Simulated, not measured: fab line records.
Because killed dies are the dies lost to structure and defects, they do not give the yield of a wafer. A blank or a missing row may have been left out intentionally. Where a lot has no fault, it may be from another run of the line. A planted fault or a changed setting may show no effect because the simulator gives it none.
Which tool did it? -- flow nand-harc -- at 1 step of a route of 1302, 11 lots with 33 wafers sampled

WHAT THE GAUGES SHOWED, per wafer
NHARC_P_START_INSPECT_01.
lot,measured,on,raw-defect-count
L075,day 2 06:02,defect-inspect-01,4 2 2
L077,day 3 02:02,defect-inspect-01,2 3 3
L079,day 3 22:02,defect-inspect-02,0 6 11
L081,day 4 18:02,defect-inspect-01,1 3 5
L083,day 5 14:02,defect-inspect-02,3 4 0
L085,day 6 10:02,defect-inspect-01,4 6 4
L088,day 7 16:02,defect-inspect-02,5 4 4
L090,day 8 12:02,defect-inspect-01,4 1 3
L092,day 9 08:02,defect-inspect-01,9 1 3
L094,day 10 04:02,defect-inspect-02,7 7 1
L096,day 11 00:02,defect-inspect-01,3 1 1

EACH LOT AND THE TOOL THAT RAN IT (in order: tool; ch and the chambers of the sampled wafers; start)
There is no process step in the record ahead of these readings.

THE ANSWER, worked out from the rows above alone
Rule: the lots themselves supply what counts as usual. Put in order of their means at a reading, lots are off if they are a third of the lots or fewer, leave a main group of 4 or more, and stand apart from it by a gap of 3 or more times the standard deviation of the main group's means; of several such gaps the widest counts. The tables above print the reading to a certain number of digits; a main group whose means all agree to those digits is not used. Also off: a lot with no number at a reading for which 4 or more lots have one. Where the step has rows for the other lots, those lots are counted as sound.
None of the lots is off at any reading shown; this tells nothing.

WHAT THE SIMULATOR PUT IN
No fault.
